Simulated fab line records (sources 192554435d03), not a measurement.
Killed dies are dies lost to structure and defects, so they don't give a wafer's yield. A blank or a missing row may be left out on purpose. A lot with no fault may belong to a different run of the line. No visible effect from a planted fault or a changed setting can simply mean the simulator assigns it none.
Lot-split experiment :: flow n5Finfet :: 7 lots, 21 wafers read, on a route of 1938 steps

## THE SPLIT
At N5_BEOL_M15_SPUTTER_44 (material Ta, target thk 15 nm, time 24.19 s), the setting powerW was moved away from the recipe's 15000 W on 11 of the 21 wafers read, by -13.0% to +16.9%. All remaining wafers had this setting at the recipe value.

The split's own step is where the reading is taken.

## THE READING
Ta_of_BEOL_M15_SPUTTER_44.thkNm (the simulator's own value, which no gauge read), in nm, at N5_BEOL_M15_SPUTTER_44 (material Ta, target thk 15 nm, time 24.19 s). The file does not state a usual value for it. The 10 wafers here that ran the recipe average 15.2 nm, standard deviation 0.22 nm.

wafer: L074.3
tool, chamber at the split: pvdSputter-03, -
powerW as run, W: 15000
against the recipe: recipe
Ta_of_BEOL_M15_SPUTTER_44.thkNm, nm: 15.4
against lot-mates on the recipe: -

wafer: L074.5
tool, chamber at the split: pvdSputter-03, -
powerW as run, W: 15000
against the recipe: recipe
Ta_of_BEOL_M15_SPUTTER_44.thkNm, nm: 15.4
against lot-mates on the recipe: -

wafer: L074.4
tool, chamber at the split: pvdSputter-03, -
powerW as run, W: 15000
against the recipe: recipe
Ta_of_BEOL_M15_SPUTTER_44.thkNm, nm: 15.2
against lot-mates on the recipe: -

wafer: L075.1
tool, chamber at the split: pvdSputter-03, -
powerW as run, W: 16110
against the recipe: +7.4%
Ta_of_BEOL_M15_SPUTTER_44.thkNm, nm: 16.2
against lot-mates on the recipe: +1.0

wafer: L075.2
tool, chamber at the split: pvdSputter-03, -
powerW as run, W: 15000
against the recipe: recipe
Ta_of_BEOL_M15_SPUTTER_44.thkNm, nm: 15.2
against lot-mates on the recipe: -

wafer: L075.3
tool, chamber at the split: pvdSputter-03, -
powerW as run, W: 16110
against the recipe: +7.4%
Ta_of_BEOL_M15_SPUTTER_44.thkNm, nm: 16.4
against lot-mates on the recipe: +1.2

wafer: L082.2
tool, chamber at the split: pvdSputter-01, -
powerW as run, W: 15000
against the recipe: recipe
Ta_of_BEOL_M15_SPUTTER_44.thkNm, nm: 15.4
against lot-mates on the recipe: -

wafer: L082.4
tool, chamber at the split: pvdSputter-01, -
powerW as run, W: 17540
against the recipe: +16.9%
Ta_of_BEOL_M15_SPUTTER_44.thkNm, nm: 17.6
against lot-mates on the recipe: +2.3

wafer: L082.6
tool, chamber at the split: pvdSputter-01, -
powerW as run, W: 15000
against the recipe: recipe
Ta_of_BEOL_M15_SPUTTER_44.thkNm, nm: 15.2
against lot-mates on the recipe: -

wafer: L089.1
tool, chamber at the split: pvdSputter-01, -
powerW as run, W: 15000
against the recipe: recipe
Ta_of_BEOL_M15_SPUTTER_44.thkNm, nm: 15
against lot-mates on the recipe: -

wafer: L089.3
tool, chamber at the split: pvdSputter-01, -
powerW as run, W: 13370
against the recipe: -10.9%
Ta_of_BEOL_M15_SPUTTER_44.thkNm, nm: 13.2
against lot-mates on the recipe: -1.8

wafer: L089.4
tool, chamber at the split: pvdSputter-01, -
powerW as run, W: 13370
against the recipe: -10.9%
Ta_of_BEOL_M15_SPUTTER_44.thkNm, nm: 13.4
against lot-mates on the recipe: -1.6

wafer: L094.2
tool, chamber at the split: pvdSputter-02, -
powerW as run, W: 15000
against the recipe: recipe
Ta_of_BEOL_M15_SPUTTER_44.thkNm, nm: 15.6
against lot-mates on the recipe: -

wafer: L094.3
tool, chamber at the split: pvdSputter-02, -
powerW as run, W: 13050
against the recipe: -13.0%
Ta_of_BEOL_M15_SPUTTER_44.thkNm, nm: 13.4
against lot-mates on the recipe: -2.2

wafer: L094.4
tool, chamber at the split: pvdSputter-02, -
powerW as run, W: 13050
against the recipe: -13.0%
Ta_of_BEOL_M15_SPUTTER_44.thkNm, nm: 13.6
against lot-mates on the recipe: -2.0

wafer: L093.3
tool, chamber at the split: pvdSputter-01, -
powerW as run, W: 15000
against the recipe: recipe
Ta_of_BEOL_M15_SPUTTER_44.thkNm, nm: 14.8
against lot-mates on the recipe: -

wafer: L093.4
tool, chamber at the split: pvdSputter-01, -
powerW as run, W: 13410
against the recipe: -10.6%
Ta_of_BEOL_M15_SPUTTER_44.thkNm, nm: 13.2
against lot-mates on the recipe: -1.6

wafer: L093.6
tool, chamber at the split: pvdSputter-01, -
powerW as run, W: 13410
against the recipe: -10.6%
Ta_of_BEOL_M15_SPUTTER_44.thkNm, nm: 13.2
against lot-mates on the recipe: -1.6

wafer: L096.2
tool, chamber at the split: pvdSputter-02, -
powerW as run, W: 16380
against the recipe: +9.2%
Ta_of_BEOL_M15_SPUTTER_44.thkNm, nm: 16.8
against lot-mates on the recipe: +1.6

wafer: L096.4
tool, chamber at the split: pvdSputter-02, -
powerW as run, W: 15000
against the recipe: recipe
Ta_of_BEOL_M15_SPUTTER_44.thkNm, nm: 15.2
against lot-mates on the recipe: -

wafer: L096.5
tool, chamber at the split: pvdSputter-02, -
powerW as run, W: 16380
against the recipe: +9.2%
Ta_of_BEOL_M15_SPUTTER_44.thkNm, nm: 16.6
against lot-mates on the recipe: +1.4

THE FIT
A straight line over all 21 wafers: Ta_of_BEOL_M15_SPUTTER_44.thkNm changes by +0.155 nm for each +1% of powerW; r = +0.98; the points scatter about the line by 0.25 nm.
The same after taking each lot's own level away (the mean of its wafers on the recipe; 21 wafers): +0.152 nm for each +1%; r = +1.00; scatter 0.11 nm.
On that fit, the largest move of powerW shifts the reading by 2.6 nm.
From 14.80 to 15.60 nm: that is the span of the lots' own levels, equal to 3.7 times the standard deviation above.
The two slopes agree, so the slope changes little with the lot-to-lot level.
Check: +2.66 nm against its lot-mates is what the line predicts for one of the wafers moved furthest among these (+16.9%) when that wafer is left out of the fit. It came out at +2.3 nm against them.

## THE OTHER SPLITS THESE WAFERS WENT THROUGH
Before the reading, these wafers also passed through other splits. Each is held against what the fit with the lots' levels taken away leaves over:
other split on the same wafers: N5_BEOL_M13_CMP_49 downForcePsi
wafers away from the commonest value: 10
r with Ta_of_BEOL_M15_SPUTTER_44.thkNm (lot level and that fit taken away): -0.10

other split on the same wafers: N5_BEOL_M14_ILD_DEP_00 timeS
wafers away from the commonest value: 8
r with Ta_of_BEOL_M15_SPUTTER_44.thkNm (lot level and that fit taken away): +0.49

other split on the same wafers: N5_BEOL_M14_DEP_53 timeS
wafers away from the commonest value: 3
r with Ta_of_BEOL_M15_SPUTTER_44.thkNm (lot level and that fit taken away): +0.39

## THE FILE'S OWN FIT
Ta_of_BEOL_M15_SPUTTER_44.thkNm changes by +0.15 nm for each +1% of powerW, r = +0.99.
